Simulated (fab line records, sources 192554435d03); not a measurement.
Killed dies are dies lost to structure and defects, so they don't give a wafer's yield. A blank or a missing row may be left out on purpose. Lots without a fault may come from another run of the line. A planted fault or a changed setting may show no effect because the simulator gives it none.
fab line records | flow n5_finfet
record lots=5 wafers=15 last_day=19
route steps=1938 shown BEOL_M11@1581 BEOL_M12@1602
lots that met no fault: from a run of the same line without faults
start_h: hours from the record's first day to the start of the lot's first wafer shown | wait_h: hours since the lot's step before | " the same as in the row above | L1.1+2: a row that stands for several wafers | - no value, or no start given | * or withheld: withheld | < > ~ a bound
route shown NAME@n: a module of which the file shows steps, and the number in the route of the first | usual: mean/standard deviation of fault-free wafers | same: alike in all rows | chamber/n: place in a boat | sites: the reading at each site | _std_site: their standard deviation | _edge_site: outer sites' mean less inner sites' | radius_mm: how far each site lies from the wafer's centre | mask NAME#n: copy n | behind: the tool/chamber that last shaped the wafer | hold: why the lot was held/for how many hours/how that ended | device: the transistor (n, p or np) that didn't switch | end of line: the same wafers' tests at the end of the route | a step without rows: its recipe alone | killed: dies lost to structure and defects at the first sort, not the wafer's yield | map: a wafer's dies, x killed, . not, _ none there
set.NAME: the setting as run; set.NAME@STEP: as run at that earlier step | model.NAME: the simulator's own value behind a step, which no gauge read
lots at some steps of the route; a table a step, a row a wafer
services: from which hour (start_h, from the record's first day; less than 0 if before it) a tool's chamber was out of use, for how many hours, and why
## steps
# step N5_BEOL_M11_OCD_MEAS_38
# usual trench_depth_nm=149.3/2.6
# columns lot.wafer tool chamber start_h wait_h trench_depth_nm
L080.1 ocd-01 - 293.22 - 148.9
L080.3 " - " " 149.1
L080.5 " - " " 148.4
L081.1 ocd-01 - 311.36 - 150.4
L081.4 " - " " 147.4
L081.6 " - " " 148.3
L094.1 ocd-01 - 373.27 - 152.1
L094.4 " - " " 148.2
L094.5 " - " " 153.0
L093.1 ocd-02 - 387.95 - 148.5
L093.2 " - " " 149.0
L093.4 " - " " 147.5
L096.3 ocd-02 - 417.36 - 154.0
L096.5 " - " " 148.2
L096.6 " - " " 147.5
# step N5_BEOL_M11_HM_STRIP_39
# recipe chemistry=peroxide_tin_strip material=TiN target_depth_a=250 temp_c=50 time_s=158
# columns lot.wafer tool chamber start_h wait_h
L080.1+3+5 wet_bench-02 2,7,6 293.25 0.0
L081.1+4+6 wet_bench-06 3,6,4 311.39 0.0
L094.1+4+5 wet_bench-06 3,7,6 373.30 0.0
L093.1+2+4 wet_bench-03 2,0,3 387.99 0.0
L096.3+5+6 wet_bench-06 5,6,2 417.39 0.0
# step N5_BEOL_M11_SRD_40
# recipe time_s=30 temp_c=23 rinse_liquid=diw dry=ipa_marangoni
# columns lot.wafer tool chamber start_h wait_h
L080.1+3+5 wet_bench-02 2,7,6 293.30 0.0
L081.1+4+6 wet_bench-06 3,6,4 311.44 0.0
L094.1+4+5 wet_bench-06 3,7,6 373.35 0.0
L093.1+2+4 wet_bench-03 2,0,3 388.03 0.0
L096.3+5+6 wet_bench-06 5,6,2 417.43 0.0
# step N5_BEOL_M11_PRECLEAN_42
# recipe chemistry=residue_remover time_s=60 temp_c=40
# columns lot.wafer tool chamber start_h wait_h
L080.1+3+5 wet_bench-02 2,7,6 293.32 0.0
L081.1+4+6 wet_bench-06 3,6,4 311.46 0.0
L094.1+4+5 wet_bench-06 3,7,6 373.37 0.0
L093.1+2+4 wet_bench-03 2,0,3 388.05 0.0
L096.3+5+6 wet_bench-06 5,6,2 417.45 0.0
# step N5_BEOL_M11_SRD_43
# recipe time_s=30 temp_c=23 rinse_liquid=diw dry=ipa_marangoni
# columns lot.wafer tool chamber start_h wait_h
L080.1+3+5 wet_bench-02 2,7,6 293.33 0.0
L081.1+4+6 wet_bench-06 3,6,4 311.47 0.0
L094.1+4+5 wet_bench-06 3,7,6 373.39 0.0
L093.1+2+4 wet_bench-03 2,0,3 388.07 0.0
L096.3+5+6 wet_bench-06 5,6,2 417.47 0.0
# step N5_BEOL_M11_CD_MEAS_35
# recipe target_cd_nm=70 polarity=opening
# usual cd_nm=69.9/0.56
# columns lot.wafer tool chamber start_h wait_h cd_nm
L080.1 cd_sem-03 - 293.37 0.0 69.8
L080.3 " - " " 69.4
L080.5 " - " " 70.4
L081.1 cd_sem-02 - 311.51 0.0 70.0
L081.4 " - " " 69.7
L081.6 " - " " 70.1
L094.1 cd_sem-02 - 373.44 0.0 70.6
L094.4 " - " " 70.7
L094.5 " - " " 70.2
L093.1 cd_sem-02 - 388.11 0.0 70.4
L093.2 " - " " 69.8
L093.4 " - " " 69.6
L096.3 cd_sem-03 - 417.51 0.0 70.1
L096.5 " - " " 70.1
L096.6 " - " " 70.2
# step N5_BEOL_M11_CURE_72
# recipe temp_c=370 time_s=120 ambient=DMADMS/He material=SiCOH_lowk
# usual lamp_power_pct=52.31/0.055 wafer_temp_C_max=371.6/0.55
# columns lot.wafer tool chamber start_h wait_h lamp_power_pct wafer_temp_C_max
L080.1 uv_cure-01 1 293.41 0.0 52.35 371.2
L080.3 " 1 " " 52.33 371.5
L080.5 " 1 " " 52.40 371.4
L081.1 uv_cure-02 2 311.56 0.0 52.36 371.5
L081.4 " 2 " " 52.32 371.7
L081.6 " 2 " " 52.29 371.7
L094.1 uv_cure-01 2 373.48 0.0 52.29 371.4
L094.4 " 2 " " 52.30 371.6
L094.5 " 2 " " 52.23 371.2
L093.1 uv_cure-02 0 388.15 0.0 52.31 372.6
L093.2 " 0 " " 52.36 371.7
L093.4 " 0 " " 52.32 371.3
L096.3 uv_cure-01 1 417.65 0.1 52.29 371.5
L096.5 " 1 " " 52.23 371.1
L096.6 " 1 " " 52.27 371.2
# step N5_BEOL_M11_DEGAS_44
# recipe ambient=vacuum temp_c=250 time_s=60
# usual heater_power_w=333/44
# columns lot.wafer tool chamber start_h wait_h heater_power_w
L080.1 pvd_sputter-03 - 293.90 0.4 426
L080.3 " - " " 283
L080.5 " - " " 274
L081.1 pvd_sputter-03 - 312.06 0.5 318
L081.4 " - " " 423
L081.6 " - " " 338
L094.1 pvd_sputter-01 - 374.31 0.8 292
L094.4 " - " " 328
L094.5 " - " " 321
L093.1 pvd_sputter-01 - 388.78 0.6 286
L093.2 " - " " 353
L093.4 " - " " 322
L096.3 pvd_sputter-02 - 418.63 0.9 310
L096.5 " - " " 330
L096.6 " - " " 303
# step N5_BEOL_M11_PRE_CLEAN_45
# recipe gas=H2/He time_s=30 temp_c=250
# usual heater_power_w=333/44
# columns lot.wafer tool chamber start_h wait_h heater_power_w
L080.1 pvd_sputter-03 - 293.94 0.0 419
L080.3 " - " " 275
L080.5 " - " " 279
L081.1 pvd_sputter-03 - 312.10 0.0 314
L081.4 " - " " 422
L081.6 " - " " 341
L094.1 pvd_sputter-01 - 374.35 0.0 293
L094.4 " - " " 316
L094.5 " - " " 314
L093.1 pvd_sputter-01 - 388.82 0.0 286
L093.2 " - " " 348
L093.4 " - " " 324
L096.3 pvd_sputter-02 - 418.67 0.0 303
L096.5 " - " " 322
L096.6 " - " " 302
# step N5_BEOL_M11_ALD_74
# recipe material=TaN target_thk_a=20 temp_c=275 ald_precursor_family=PDMAT ald_co_reactant=NH3 pressure_torr=3 carrier_flow_sccm=1500 pulse_time_s=2 purge_time_s=3 co_reactant_purge_time_s=2 co_reactant_pulse_time_s=3 ald_cycles=40 precursor_vessel_temp_c=75 precursor_vessel_pressure_torr=26.25 precursor_vessel_carrier_sccm=1000
# usual heater_power_w=421/51 precursor_vessel_pressure_torr=26.25/0.052
# same ald_cycles=40
# columns lot.wafer tool chamber start_h wait_h heater_power_w precursor_vessel_pressure_torr
L080.1 ald_metal-02 0 294.00 0.0 525 26.38
L080.3 " 3 " " 443 26.25
L080.5 " 2 " " 402 26.25
L081.1 ald_metal-02 1 312.20 0.1 378 26.25
L081.4 " 2 " " 402 26.23
L081.6 " 1 " " 389 26.27
L094.1 ald_metal-03 2 374.53 0.2 325 26.24
L094.4 " 3 " " 471 26.22
L094.5 " 0 " " 409 26.29
L093.1 ald_metal-02 3 388.90 0.1 436 26.19
L093.2 " 2 " " 394 26.27
L093.4 " 1 " " 378 26.25
L096.3 ald_metal-03 0 418.73 0.0 411 26.15
L096.5 " 2 " " 327 26.20
L096.6 " 3 " " 462 26.33
# step N5_BEOL_M11_SURFACE_TREAT_76
# recipe gas=Ar time_s=* ion_energy_ev=* ion_current_ma_cm2=0.5 pressure_mtorr=* ar_flow_sccm=30
# usual throttle_valve_pct=*
# columns lot.wafer tool chamber start_h wait_h throttle_valve_pct
L080.1 pvd_sputter-02 - 295.10 1.0 *
L080.3 " - " " *
L080.5 " - " " *
L081.1 pvd_sputter-02 - 312.59 0.3 *
L081.4 " - " " *
L081.6 " - " " *
L094.1 pvd_sputter-01 - 374.89 0.2 *
L094.4 " - " " *
L094.5 " - " " *
L093.1 pvd_sputter-03 - 389.29 0.3 *
L093.2 " - " " *
L093.4 " - " " *
L096.3 pvd_sputter-03 - 419.17 0.3 *
L096.5 " - " " *
L096.6 " - " " *
# step N5_BEOL_M11_CVD_75
# recipe material=Co target_thk_a=20 temp_c=withheld precursor=CCTBA/H2 pressure_torr=30 time_s=138.9
# columns lot.wafer tool chamber start_h wait_h
L080.1+3+5 cvd_co-02 0,1,1 295.16 0.0
L081.1+4+6 cvd_co-02 0,2,0 312.65 0.0
L094.1+4+5 cvd_co-01 0,2,1 374.95 0.0
L093.1+2+4 cvd_co-01 2,1,0 389.58 0.3
L096.3+5+6 cvd_co-02 2,1,0 419.31 0.1
# step N5_BEOL_M11_SPUTTER_48
# recipe material=Cu target_thk_a=120 temp_c=-20 bias_v=60 power_w=26000 chamber_pressure_pa=0.13 time_s=2
# usual chuck_gas_flow_sccm=1.26/0.051 chuck_sensor_temp_C=-16.2/0.59 throttle_valve_pct=29.7/0.91
# columns lot.wafer tool chamber start_h wait_h chuck_gas_flow_sccm chuck_sensor_temp_C throttle_valve_pct
L080.1 pvd_sputter-02 - 295.32 0.1 1.25 -16.7 29.6
L080.3 " - " " 1.33 -15.8 29.4
L080.5 " - " " 1.30 -15.6 28.3
L081.1 pvd_sputter-02 - 312.81 0.1 1.27 -15.5 28.3
L081.4 " - " " 1.24 -16.8 29.5
L081.6 " - " " 1.22 -15.8 28.3
L094.1 pvd_sputter-01 - 375.07 0.1 1.17 -16.4 30.0
L094.4 " - " " 1.38 -16.8 28.6
L094.5 " - " " 1.22 -15.8 31.3
L093.1 pvd_sputter-03 - 389.95 0.3 1.22 -15.5 29.2
L093.2 " - " " 1.22 -16.2 31.3
L093.4 " - " " 1.16 -17.5 30.0
L096.3 pvd_sputter-03 - 419.49 0.1 1.22 -16.4 31.5
L096.5 " - " " 1.18 -17.3 29.9
L096.6 " - " " 1.23 -16.2 31.1
# step N5_BEOL_M11_ECD_50
# recipe material=Cu target_thk_a=3180
# columns lot.wafer tool chamber start_h wait_h
L080.1+3+5 ecd_cu-02 0,1,1 295.45 0.1
L081.1+4+6 ecd_cu-02 1 312.92 0.1
L094.1+4+5 ecd_cu-01 0 375.19 0.1
L093.1+2+4 ecd_cu-01 0,1,1 390.06 0.1
L096.3+5+6 ecd_cu-01 1,0,1 419.63 0.1
# step N5_BEOL_M11_ANNEAL_51
# recipe temp_c=225 time_s=90 ambient=N2
# usual anneal_temp_c_max=225.9/0.41 wafer_temp_C_max=225.87/0.23
# columns lot.wafer tool chamber start_h wait_h anneal_temp_c_max wafer_temp_C_max
L080.1 rtp_anneal-02 0 295.56 0.1 225.5 225.94
L080.3 " 0 " " 225.7 225.77
L080.5 " 0 " " 225.9 226.06
L081.1 rtp_anneal-02 0 313.03 0.1 225.6 226.17
L081.4 " 0 " " 226.0 225.66
L081.6 " 0 " " 225.6 225.67
L094.1 rtp_anneal-02 0 375.30 0.1 226.0 225.87
L094.4 " 0 " " 225.9 225.84
L094.5 " 0 " " 225.7 225.85
L093.1 rtp_anneal-01 0 390.32 0.2 226.2 225.31
L093.2 " 0 " " 226.1 225.58
L093.4 " 0 " " 226.5 225.68
L096.3 rtp_anneal-02 0 419.80 0.1 225.7 225.98
L096.5 " 0 " " 225.7 225.95
L096.6 " 0 " " 225.5 225.94
# step N5_BEOL_M11_CMP_52
# recipe stop_on=SiCOH_lowk t_overpolish_s=7 down_force_psi=1 platen_rpm=50 clearing_platen_down_force_psi=1.5 clearing_platen_rpm=50 post_cmp_clean=cu_alkaline target_thk_nm=140 clearing_platen_pad_velocity_m_s=0.99484 pad_velocity_m_s=0.99484
# usual barrier_field_endpoint_s=29.0/0.75 edge_zone_pressure_frac=1.000/0.0056 motor_current_A=6.3/0.75 overpolish_run_s=6.999/0.0092 platen_rpm=50.00/0.037 slurry_flow_ml_min=149.9/0.51 time_to_endpoint_s=66.6/2.9
# columns lot.wafer tool chamber start_h wait_h barrier_field_endpoint_s edge_zone_pressure_frac motor_current_A overpolish_run_s platen_rpm slurry_flow_ml_min time_to_endpoint_s
L080.3 cmp-01 2 295.87 0.2 28.2 1.003 7.9 6.986 50.00 149.2 61.8
L080.1 " 1 " " 26.8 1.008 5.3 6.992 50.04 149.8 60.6
L080.5 " 3 " " 28.0 0.997 5.7 7.015 49.95 150.2 61.4
L081.1 cmp-02 0 313.38 0.3 29.2 0.988 7.0 6.986 50.01 149.6 68.5
L081.4 " 1 " " 29.3 1.008 5.9 6.997 50.00 149.9 68.9
L081.6 " 0 " " 29.5 0.994 7.3 6.991 50.05 149.2 67.8
L094.4 cmp-01 2 375.63 0.2 29.9 1.000 7.5 6.988 50.00 150.2 69.1
L094.1 " 0 " " 29.0 1.009 6.9 6.992 50.01 149.4 66.3
L094.5 " 2 " " 29.6 0.999 7.4 6.991 49.95 150.4 67.7
L093.4 cmp-01 1 390.61 0.1 27.7 0.992 5.3 6.994 49.95 149.1 60.4
L093.1 " 2 " " 28.5 1.001 7.5 7.007 50.01 150.5 65.3
L093.2 " 0 " " 28.5 0.994 7.2 6.993 50.04 149.7 63.9
L096.3 cmp-02 0 420.12 0.3 29.3 0.997 7.3 7.007 50.06 149.9 70.1
L096.6 " 1 " " 29.3 1.004 6.3 7.007 49.95 149.4 65.4
L096.5 " 2 " " 29.2 0.989 6.3 7.003 49.94 150.2 65.6
# step N5_BEOL_M11_THK_MEAS_53
# recipe thk_meas_gauge=xrf reads=Cu_of_BEOL_M11_ECD_50
# usual M11_THK=139.5/2.9
# columns lot.wafer tool chamber start_h wait_h M11_THK[nm]
L080.1 film_metro-01 - 296.17 - 137.7
L080.3 " - " " 139.3
L080.5 " - " " 138.3
L081.1 film_metro-01 - 313.64 - 139.8
L081.4 " - " " 137.3
L081.6 " - " " 137.6
L094.1 film_metro-01 - 375.89 - 142.2
L094.4 " - " " 140.5
L094.5 " - " " 144.9
L093.1 film_metro-02 - 390.91 - 139.9
L093.2 " - " " 137.9
L093.4 " - " " 138.0
L096.3 film_metro-02 - 420.31 - 143.9
L096.5 " - " " 138.7
L096.6 " - " " 137.4
# step N5_BEOL_M11_PRE_CLEAN_55
# recipe gas=NH3 time_s=15 temp_c=withheld rf_power_w=300
# columns lot.wafer tool chamber start_h wait_h
L080.1+3+5 pecvd-04 0,1,0 296.21 0.0
L081.1+4+6 pecvd-03 0,2,0 313.67 0.0
L094.1+4+5 pecvd-04 0,1,2 375.92 0.0
L093.1+2+4 pecvd-01 1,0,1 390.95 0.0
L096.3+5+6 pecvd-04 0,1,2 420.34 0.0
# step N5_BEOL_M11_DEP_56
# recipe material=SiCN target_thk_a=300 temp_c=withheld precursor=3MS/NH3 pressure_torr=3 rf_w=675 time_s=10.5
# usual showerhead_plenum_p_Torr=4.153/0.019 throttle_valve_pct=17.6/1
# columns lot.wafer tool chamber start_h wait_h showerhead_plenum_p_Torr throttle_valve_pct
L080.1 pecvd-04 0 296.23 0.0 4.164 19.1
L080.3 " 1 " " 4.172 17.2
L080.5 " 0 " " 4.154 19.0
L081.1 pecvd-03 0 313.70 0.0 4.151 19.2
L081.4 " 2 " " 4.168 16.2
L081.6 " 0 " " 4.158 19.4
L094.1 pecvd-04 0 375.95 0.0 4.160 17.0
L094.4 " 1 " " 4.180 17.0
L094.5 " 2 " " 4.145 17.0
L093.1 pecvd-01 1 390.97 0.0 4.121 17.2
L093.2 " 0 " " 4.162 19.2
L093.4 " 1 " " 4.107 17.2
L096.3 pecvd-04 0 420.37 0.0 4.165 17.2
L096.5 " 1 " " 4.175 17.0
L096.6 " 2 " " 4.151 17.3
# step N5_BEOL_M11_RS_MEAS_57
# recipe thk_meas_gauge=four-point-probe reads=Cu_of_BEOL_M11_ECD_50+Co_of_BEOL_M11_CVD_75+TaN_of_BEOL_M11_ALD_74
# usual M11_RS=0.150/0.0032
# columns lot.wafer tool chamber start_h wait_h M11_RS[ohm/sq]
L080.1 film_metro-02 - 296.30 0.0 0.151
L080.3 " - " " 0.149
L080.5 " - " " 0.150
L081.1 film_metro-02 - 313.76 0.0 0.148
L081.4 " - " " 0.152
L081.6 " - " " 0.151
L094.1 film_metro-01 - 376.01 0.0 0.148
L094.4 " - " " 0.149
L094.5 " - " " 0.145
L093.1 film_metro-02 - 391.03 0.0 0.152
L093.2 " - " " 0.154
L093.4 " - " " 0.154
L096.3 film_metro-02 - 420.43 0.0 0.146
L096.5 " - " " 0.151
L096.6 " - " " 0.152
# step N5_BEOL_M11_INSPECT_58
# recipe inspect_instrument=darkfield mode=post_dep
# usual raw_defect_count=73/29
# columns lot.wafer tool chamber start_h wait_h raw_defect_count
L080.1 defect_inspect-01 - 296.32 0.0 71
L080.3 " - " " 92
L080.5 " - " " 62
L081.1 defect_inspect-01 - 313.79 0.0 66
L081.4 " - " " 99
L081.6 " - " " 73
L094.1 defect_inspect-02 - 376.04 0.0 63
L094.4 " - " " 48
L094.5 " - " " 68
L093.1 defect_inspect-01 - 391.06 0.0 52
L093.2 " - " " 46
L093.4 " - " " 42
L096.3 defect_inspect-01 - 420.46 0.0 59
L096.5 " - " " 42
L096.6 " - " " 41
# step N5_BEOL_M12_ILD_DEP_00
# recipe material=SiOC target_thk_a=6589.2 temp_c=350 precursor=DEMS/O2 pressure_torr=5 rf_w=500 time_s=130.7
# usual heater_power_w=496/60 showerhead_plenum_p_Torr=5.687/0.02 throttle_valve_pct=11.9/0.62
# columns lot.wafer tool chamber start_h wait_h heater_power_w showerhead_plenum_p_Torr throttle_valve_pct
L080.1 pecvd-02 2 296.36 0.0 604 5.647 12.3
L080.3 " 1 " " 516 5.706 11.8
L080.5 " 1 " " 521 5.703 11.7
L081.1 pecvd-01 0 313.83 0.0 530 5.701 12.6
L081.4 " 2 " " 431 5.687 11.6
L081.6 " 1 " " 500 5.655 11.2
L094.1 pecvd-02 2 376.08 0.0 569 5.656 12.2
L094.4 " 1 " " 434 5.702 12.0
L094.5 " 1 " " 476 5.717 11.8
L093.1 pecvd-01 1 391.10 0.0 532 5.657 11.4
L093.2 " 2 " " 371 5.680 11.6
L093.4 " 1 " " 426 5.673 11.3
L096.3 pecvd-03 0 420.49 0.0 386 5.701 12.8
L096.5 " 2 " " 431 5.710 10.8
L096.6 " 0 " " 430 5.700 12.5
# step N5_BEOL_M12_THK_MEAS_01
# recipe reads=SiOC_of_BEOL_M12_ILD_DEP_00
# usual M12_ILD_THK=657/9.3
# columns lot.wafer tool chamber start_h wait_h M12_ILD_THK[nm]
L080.1 film_metro-01 - 296.51 0.1 662
L080.3 " - " " 655
L080.5 " - " " 665
L081.1 film_metro-01 - 313.96 0.1 653
L081.4 " - " " 658
L081.6 " - " " 655
L094.1 film_metro-01 - 376.26 0.1 661
L094.4 " - " " 654
L094.5 " - " " 657
L093.1 film_metro-02 - 391.23 0.1 639
L093.2 " - " " 649
L093.4 " - " " 664
L096.3 film_metro-02 - 420.63 0.1 654
L096.5 " - " " 669
L096.6 " - " " 665
# step N5_BEOL_M12_COAT_58
# recipe resist=BARC temp_c=205 time_s=60 spin_rpm=1500 resist_thk_nm=89
# columns lot.wafer tool chamber start_h wait_h
L080.1+3+5 litho_track-02 0 296.54 0.0
L081.1+4+6 litho_track-04 0 313.99 0.0
L094.1+4+5 litho_track-02 0 376.29 0.0
L093.1+2+4 litho_track-04 0 391.26 0.0
L096.3+5+6 litho_track-04 0 420.66 0.0
# step N5_BEOL_M12_COAT_04
# recipe spin_rpm=1625 resist_thk_nm=400
# columns lot.wafer tool chamber start_h wait_h
L080.1+3+5 litho_track-02 0 - -
L081.1+4+6 litho_track-04 0 - -
L094.1+4+5 litho_track-02 0 - -
L093.1+2+4 litho_track-04 0 - -
L096.3+5+6 litho_track-04 0 - -
# step N5_BEOL_M12_EBR_06
# recipe solvent=PGMEA ebr_width_mm=1.5
# columns lot.wafer tool chamber start_h wait_h
L080.1+3+5 litho_track-02 0 - -
L081.1+4+6 litho_track-04 0 - -
L094.1+4+5 litho_track-02 0 - -
L093.1+2+4 litho_track-04 0 - -
L096.3+5+6 litho_track-04 0 - -
# step N5_BEOL_M12_SOFTBAKE_05
# recipe temp_c=130 time_s=60
# columns lot.wafer tool chamber start_h wait_h
L080.1+3+5 litho_track-02 0 - -
L081.1+4+6 litho_track-04 0 - -
L094.1+4+5 litho_track-02 0 - -
L093.1+2+4 litho_track-04 0 - -
L096.3+5+6 litho_track-04 0 - -
# step N5_BEOL_M12_EXPOSE_07
# recipe mask_id=V11 na=0.93 source_shape=conventional sigma_outer=0.6 polarization=unpolarized attpsm_phase_deg=180 dose_mj=32.5
# usual reticle_temp_C=23.01/0.11
# same na=0.93 sigma_outer=0.6
# columns lot.wafer tool chamber start_h wait_h mask reticle_temp_C
L080.1 krf_scanner-02 0 296.64 - V11#0 22.94
L080.3 " 0 " " V11#0 22.92
L080.5 " 0 " " V11#0 22.89
L081.1 krf_scanner-01 0 314.09 - V11#0 23.15
L081.4 " 0 " " V11#0 23.24
L081.6 " 0 " " V11#0 23.03
L094.1 krf_scanner-01 0 376.51 - V11#0 23.04
L094.4 " 0 " " V11#0 23.22
L094.5 " 0 " " V11#0 23.05
L093.1 krf_scanner-02 0 391.48 - V11#0 23.04
L093.2 " 0 " " V11#0 22.96
L093.4 " 0 " " V11#0 23.04
L096.3 krf_scanner-01 0 420.77 - V11#0 23.00
L096.5 " 0 " " V11#0 23.23
L096.6 " 0 " " V11#0 23.09
# step N5_BEOL_M12_PEB_08
# recipe peb_temp_c=130 peb_time_s=90
# columns lot.wafer tool chamber start_h wait_h
L080.1+3+5 litho_track-04 0 296.69 0.1
L081.1+4+6 litho_track-05 0 314.14 0.1
L094.1+4+5 litho_track-02 0 376.57 0.1
L093.1+2+4 litho_track-04 0 391.54 0.1
L096.3+5+6 litho_track-04 0 420.81 0.0
# step N5_BEOL_M12_DEVELOP_09
# recipe develop_time_s=45 rinse_liquid=diw dry=air_spin dev_temp_c=21
# same develop_time_s=45
# columns lot.wafer tool chamber start_h wait_h
L080.1+3+5 litho_track-04 0 - -
L081.1+4+6 litho_track-05 0 - -
L094.1+4+5 litho_track-02 0 - -
L093.1+2+4 litho_track-04 0 - -
L096.3+5+6 litho_track-04 0 - -
# step N5_BEOL_M12_HARDBAKE_14
# recipe temp_c=130 time_s=120
# columns lot.wafer tool chamber start_h wait_h
L080.1+3+5 litho_track-04 0 - -
L081.1+4+6 litho_track-05 0 - -
L094.1+4+5 litho_track-02 0 - -
L093.1+2+4 litho_track-04 0 - -
L096.3+5+6 litho_track-04 0 - -
# step N5_BEOL_M12_CD_MEAS_10
# recipe target_cd_nm=140 landing_energy_ev=500 detector=se_inlens polarity=opening
# usual cd_nm=140.9/1.6
# columns lot.wafer tool chamber start_h wait_h cd_nm
L080.1 cd_sem-01 0 296.81 - 138.4
L080.3 " 0 " " 138.1
L080.5 " 0 " " 139.6
L081.1 cd_sem-03 0 314.26 - 140.4
L081.4 " 0 " " 143.3
L081.6 " 0 " " 143.9
L094.1 cd_sem-01 0 376.68 - 138.8
L094.4 " 0 " " 139.9
L094.5 " 0 " " 136.3
L093.1 cd_sem-03 0 391.66 - 139.3
L093.2 " 0 " " 140.1
L093.4 " 0 " " 140.6
L096.3 cd_sem-01 0 420.93 - 139.8
L096.5 " 0 " " 143.3
L096.6 " 0 " " 138.6
# step N5_BEOL_M12_OVL_MEAS_11
# recipe points_per_wafer=44
# usual V11_OVL=-3/6.2
# columns lot.wafer tool chamber start_h wait_h V11_OVL[nm]
L080.1 overlay-01 0 296.84 0.0 -15
L080.3 " 0 " " -6
L080.5 " 0 " " -5
L081.1 overlay-02 0 314.29 0.0 0
L081.4 " 0 " " 4
L081.6 " 0 " " -5
L094.1 overlay-01 0 376.71 0.0 7
L094.4 " 0 " " 0
L094.5 " 0 " " 8
L093.1 overlay-02 0 391.69 0.0 -13
L093.2 " 0 " " -7
L093.4 " 0 " " 1
L096.3 overlay-02 0 420.96 0.0 0
L096.5 " 0 " " -7
L096.6 " 0 " " -1
# step N5_BEOL_M12_INSPECT_12
# recipe mode=adi inspect_instrument=macro
# usual raw_defect_count=2.1/1.3
# columns lot.wafer tool chamber start_h wait_h raw_defect_count
L080.1 defect_inspect-01 - 296.86 0.0 4
L080.3 " - " " 1
L080.5 " - " " 4
L081.1 defect_inspect-01 - 314.31 0.0 1
L081.4 " - " " 4
L081.6 " - " " 1
L094.1 defect_inspect-01 - 376.74 0.0 2
L094.4 " - " " 2
L094.5 " - " " 2
L093.1 defect_inspect-02 - 391.71 0.0 3
L093.2 " - " " 1
L093.4 " - " " 3
L096.3 defect_inspect-01 - 420.98 0.0 2
L096.5 " - " " 1
L096.6 " - " " 2
# step N5_BEOL_M12_DESCUM_15
# recipe chemistry=O2 time_s=7.9 source_power_w=50 bias_power_w=20 pressure_mtorr=20 rf_frequency_hz=2.712e+07 temp_c=40 o2_flow_sccm=225
# usual chamber_pressure_mTorr=20.002/0.018 drypump_motor_current_A=5.9/0.58 oes_product_au=0.84/0.097 rf_vpp_V=243.5/1.4 showerhead_plenum_p_Torr=2.12/0.073 throttle_valve_pct=20.30/0.29
# columns lot.wafer tool chamber start_h wait_h chamber_pressure_mTorr drypump_motor_current_A oes_product_au rf_hours_counter_h rf_vpp_V showerhead_plenum_p_Torr throttle_valve_pct
L080.1 rie_diel-02 0 297.19 0.3 19.994 6.1 0.87 58 246.5 2.22 19.94
L080.3 " 3 " " 19.996 6.3 0.70 225 241.5 1.98 20.22
L080.5 " 0 " " 20.006 6.1 0.86 - 244.6 2.22 19.96
L081.1 rie_diel-03 1 314.35 0.0 19.995 5.9 0.72 212 242.4 2.18 21.05
L081.4 " 0 " " 20.020 4.9 0.86 50 243.5 2.05 20.15
L081.6 " 0 " " 20.025 4.9 0.86 - 242.4 2.04 20.14
L094.1 rie_diel-03 2 376.83 0.1 20.002 5.6 0.69 244 241.2 1.97 20.43
L094.4 " 3 " " 19.996 6.1 0.91 36 246.2 2.22 20.09
L094.5 " 0 " " 20.005 4.8 0.84 - 240.7 2.04 20.18
L093.1 rie_diel-03 2 391.74 0.0 19.989 5.6 0.68 250 242.3 1.97 20.45
L093.2 " 3 " " 20.017 6.1 0.89 42 245.8 2.22 20.12
L093.4 " 1 " " 20.028 5.9 0.71 238 243.6 2.17 21.09
L096.3 rie_diel-02 2 421.02 0.0 19.994 5.2 0.83 67 242.3 2.03 20.24
L096.5 " 1 " " 19.978 5.5 0.85 - 241.0 2.05 20.68
L096.6 " 2 " " 20.001 5.2 0.84 - 241.2 2.03 20.23
# step N5_BEOL_M12_ETCH_59
# recipe chemistry=N2/H2 target=BARC target_depth_a=890 overetch_a=267 time_s=67.9 ion_energy_ev=200 pressure_mtorr=30 source_w=840 bias_w=150 n2_flow_sccm=200 h2_flow_sccm=200
# usual chamber_pressure_mTorr=29.998/0.027 drypump_motor_current_A=5.9/0.58 oes_product_au=0.71/0.078 rf_vpp_V=524.5/2.5 showerhead_plenum_p_Torr=2.57/0.087 throttle_valve_pct=17.7/0.31
# columns lot.wafer tool chamber start_h wait_h chamber_pressure_mTorr drypump_motor_current_A oes_product_au rf_hours_counter_h rf_vpp_V showerhead_plenum_p_Torr throttle_valve_pct
L080.1 rie_diel-02 0 297.22 0.0 29.997 6.1 0.74 58 527.4 2.69 17.3
L080.3 " 3 " " 29.969 6.3 0.59 225 519.6 2.42 17.8
L080.5 " 0 " " 29.999 6.1 0.73 - 527.8 2.69 17.3
L081.1 rie_diel-03 1 314.38 0.0 29.998 6.0 0.62 212 527.3 2.63 18.6
L081.4 " 0 " " 29.979 4.9 0.72 50 522.5 2.48 17.5
L081.6 " 0 " " 30.031 4.9 0.72 - 523.1 2.48 17.5
L094.1 rie_diel-03 2 376.87 0.0 30.003 5.7 0.58 244 520.8 2.40 18.0
L094.4 " 3 " " 30.032 6.1 0.76 36 529.0 2.70 17.4
L094.5 " 0 " " 29.965 4.9 0.70 - 521.0 2.47 17.6
L093.1 rie_diel-03 2 391.78 0.0 29.979 5.6 0.58 250 518.6 2.39 18.0
L093.2 " 3 " " 30.027 6.1 0.77 42 527.3 2.69 17.5
L093.4 " 1 " " 30.015 6.0 0.61 238 525.2 2.62 18.6
L096.3 rie_diel-02 2 421.05 0.0 29.996 5.2 0.71 67 522.1 2.45 17.6
L096.5 " 1 " " 30.012 5.5 0.73 - 520.3 2.49 18.1
L096.6 " 2 " " 30.017 5.2 0.71 - 521.5 2.45 17.6
## services
# columns tool chamber start_h hours kind
uv_cure-01 - 269.51 7.6 repair
pecvd-01 1 278.52 4.2 repair
krf_scanner-01 - 282.57 14.8 repair
uv_cure-01 - 284.05 2.1 pm
pecvd-01 2 284.94 19.7 repair
pecvd-04 - 296.71 4.4 repair
krf_scanner-01 - 297.41 0.8 pm
ald_metal-02 - 299.15 0.8 repair
krf_scanner-01 - 302.56 1.3 pm
wet_bench-03 - 305.25 3.7 repair
wet_bench-02 - 312.25 1.9 pm
cmp-01 - 316.18 0.9 repair
cmp-01 - 322.86 4.0 pm
rie_diel-02 - 336.28 0.6 repair
ald_metal-02 2 336.92 11.1 repair
cmp-01 - 343.60 5.5 pm
uv_cure-01 - 346.03 14.6 pm
krf_scanner-01 - 368.52 0.9 repair
uv_cure-01 - 370.22 2.8 pm
pvd_sputter-01 - 376.86 2.8 repair
krf_scanner-01 - 378.09 0.2 repair
cmp-01 - 382.85 2.2 repair
ecd_cu-01 - 383.27 5.5 pm
krf_scanner-01 - 401.23 1.0 pm
## key
fault none
